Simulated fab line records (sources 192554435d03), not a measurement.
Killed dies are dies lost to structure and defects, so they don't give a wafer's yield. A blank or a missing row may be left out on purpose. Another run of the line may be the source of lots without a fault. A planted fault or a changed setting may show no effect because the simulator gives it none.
Split-lot experiment / flow n5 finfet / on a route of 1938 steps: 7 lots, 21 wafers read

## THE SPLIT ITSELF
At N5_BEOL_M11_COAT_22 (resist thk 90 nm), the setting spin rpm was moved away from the recipe's 1500 rpm on 6 of the 21 wafers read, by -9.0% to -4.5%. This setting was run at the recipe's value on the other wafers.

## FROM THE SPLIT TO THE READING: what the file shows between them, 2 steps
- N5_BEOL_M11_EBR_24
- N5_BEOL_M11_SOFTBAKE_23: time 60 s

## THE READING
CAR-ArF_of_BEOL_M11_COAT_22.thk nm (the simulator's own value, which no gauge read), in nm, at N5_BEOL_M11_DESCUM_33 (chemistry O2, time 7.9 s). The file gives no usual value for it. Average 83.3 nm, standard deviation 0.28 nm, over the 15 wafers here run with the recipe.

wafer=L078.1; tool, chamber at the split=litho track-01, 0; spin rpm as run, rpm=1500; against the recipe=recipe; CAR-ArF_of_BEOL_M11_COAT_22.thk nm, nm=83.4; against lot-mates on the recipe=-
wafer=L078.3; tool, chamber at the split=litho track-01, 0; spin rpm as run, rpm=1500; against the recipe=recipe; CAR-ArF_of_BEOL_M11_COAT_22.thk nm, nm=83.4; against lot-mates on the recipe=-
wafer=L078.2; tool, chamber at the split=litho track-01, 0; spin rpm as run, rpm=1365; against the recipe=-9.0%; CAR-ArF_of_BEOL_M11_COAT_22.thk nm, nm=87.8; against lot-mates on the recipe=+4.4
wafer=L081.1; tool, chamber at the split=litho track-01, 0; spin rpm as run, rpm=1432; against the recipe=-4.5%; CAR-ArF_of_BEOL_M11_COAT_22.thk nm, nm=85.4; against lot-mates on the recipe=+2.2
wafer=L081.3; tool, chamber at the split=litho track-01, 0; spin rpm as run, rpm=1500; against the recipe=recipe; CAR-ArF_of_BEOL_M11_COAT_22.thk nm, nm=83; against lot-mates on the recipe=-
wafer=L081.6; tool, chamber at the split=litho track-01, 0; spin rpm as run, rpm=1500; against the recipe=recipe; CAR-ArF_of_BEOL_M11_COAT_22.thk nm, nm=83.4; against lot-mates on the recipe=-
wafer=L089.3; tool, chamber at the split=litho track-01, 0; spin rpm as run, rpm=1500; against the recipe=recipe; CAR-ArF_of_BEOL_M11_COAT_22.thk nm, nm=83.6; against lot-mates on the recipe=-
wafer=L089.5; tool, chamber at the split=litho track-01, 0; spin rpm as run, rpm=1500; against the recipe=recipe; CAR-ArF_of_BEOL_M11_COAT_22.thk nm, nm=83.8; against lot-mates on the recipe=-
wafer=L089.6; tool, chamber at the split=litho track-01, 0; spin rpm as run, rpm=1500; against the recipe=recipe; CAR-ArF_of_BEOL_M11_COAT_22.thk nm, nm=83.8; against lot-mates on the recipe=-
wafer=L090.1; tool, chamber at the split=litho track-01, 0; spin rpm as run, rpm=1500; against the recipe=recipe; CAR-ArF_of_BEOL_M11_COAT_22.thk nm, nm=83.2; against lot-mates on the recipe=-
wafer=L090.6; tool, chamber at the split=litho track-01, 0; spin rpm as run, rpm=1500; against the recipe=recipe; CAR-ArF_of_BEOL_M11_COAT_22.thk nm, nm=83.2; against lot-mates on the recipe=-
wafer=L090.5; tool, chamber at the split=litho track-01, 0; spin rpm as run, rpm=1500; against the recipe=recipe; CAR-ArF_of_BEOL_M11_COAT_22.thk nm, nm=83.4; against lot-mates on the recipe=-
wafer=L096.1; tool, chamber at the split=litho track-03, 0; spin rpm as run, rpm=1500; against the recipe=recipe; CAR-ArF_of_BEOL_M11_COAT_22.thk nm, nm=83; against lot-mates on the recipe=-
wafer=L096.2; tool, chamber at the split=litho track-03, 0; spin rpm as run, rpm=1404; against the recipe=-6.4%; CAR-ArF_of_BEOL_M11_COAT_22.thk nm, nm=86; against lot-mates on the recipe=+3.0
wafer=L096.4; tool, chamber at the split=litho track-03, 0; spin rpm as run, rpm=1404; against the recipe=-6.4%; CAR-ArF_of_BEOL_M11_COAT_22.thk nm, nm=86.4; against lot-mates on the recipe=+3.4
wafer=L094.1; tool, chamber at the split=litho track-01, 0; spin rpm as run, rpm=1380; against the recipe=-8.0%; CAR-ArF_of_BEOL_M11_COAT_22.thk nm, nm=87.4; against lot-mates on the recipe=+3.8
wafer=L094.2; tool, chamber at the split=litho track-01, 0; spin rpm as run, rpm=1380; against the recipe=-8.0%; CAR-ArF_of_BEOL_M11_COAT_22.thk nm, nm=87.4; against lot-mates on the recipe=+3.8
wafer=L094.5; tool, chamber at the split=litho track-01, 0; spin rpm as run, rpm=1500; against the recipe=recipe; CAR-ArF_of_BEOL_M11_COAT_22.thk nm, nm=83.6; against lot-mates on the recipe=-
wafer=L097.1; tool, chamber at the split=litho track-01, 0; spin rpm as run, rpm=1500; against the recipe=recipe; CAR-ArF_of_BEOL_M11_COAT_22.thk nm, nm=83; against lot-mates on the recipe=-
wafer=L097.2; tool, chamber at the split=litho track-01, 0; spin rpm as run, rpm=1500; against the recipe=recipe; CAR-ArF_of_BEOL_M11_COAT_22.thk nm, nm=83; against lot-mates on the recipe=-
wafer=L097.3; tool, chamber at the split=litho track-01, 0; spin rpm as run, rpm=1500; against the recipe=recipe; CAR-ArF_of_BEOL_M11_COAT_22.thk nm, nm=83; against lot-mates on the recipe=-

FIT RESULTS
A straight line over all 21 wafers: CAR-ArF_of_BEOL_M11_COAT_22.thk nm changes by -0.489 nm for each +1% of spin rpm; r = -0.99; the points scatter about the line by 0.28 nm.
The same after taking each lot's own level away (the mean of its wafers on the recipe; 21 wafers): -0.486 nm for each +1%; r = -1.00; scatter 0.11 nm.
That fit puts the effect of the largest move of spin rpm on the reading at 4.4 nm.
From 83.00 to 83.73 nm: that is the span of the lots' own levels, equal to 2.6 times the standard deviation above.
Consequently the slope shifts little with the lot-to-lot level, the two slopes agreeing.
Check: +4.36 nm against its lot-mates is what the line predicts for one of the wafers moved furthest among these (-9.0%) when that wafer is left out of the fit. It came out at +4.4 nm against them.

## THESE WAFERS: OTHER SPLITS
Note: prior to the reading, these wafers also went through further splits. Each is held against what the fit with the lots' levels taken away leaves over:
other split on the same wafers=N5_BEOL_M9_COAT_64 spin rpm; wafers away from the commonest value=11; r with CAR-ArF_of_BEOL_M11_COAT_22.thk nm (lot level and that fit taken away)=-0.19
other split on the same wafers=N5_BEOL_M10_PEB_26 peb time s; wafers away from the commonest value=8; r with CAR-ArF_of_BEOL_M11_COAT_22.thk nm (lot level and that fit taken away)=+0.17

## THE WHOLE CHAIN: every reading that the file lists as answering this split, in the file's order
step=N5_BEOL_M11_COAT_22; what it does=resist thk 90 nm; reading=CAR-ArF_of_BEOL_M11_COAT_22.thk nm (the simulator's own value, which no gauge read); change (the file's fit)=-0.481 nm for each +1% of the setting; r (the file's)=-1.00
step=N5_BEOL_M11_DESCUM_33; what it does=chemistry O2, time 7.9 s; reading=CAR-ArF_of_BEOL_M11_COAT_22.thk nm (the simulator's own value, which no gauge read); change (the file's fit)=-0.486 nm for each +1% of the setting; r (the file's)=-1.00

## FILE'S OWN FIT
CAR-ArF_of_BEOL_M11_COAT_22.thk nm changes by -0.486 nm for each +1% of spin rpm, r = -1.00.
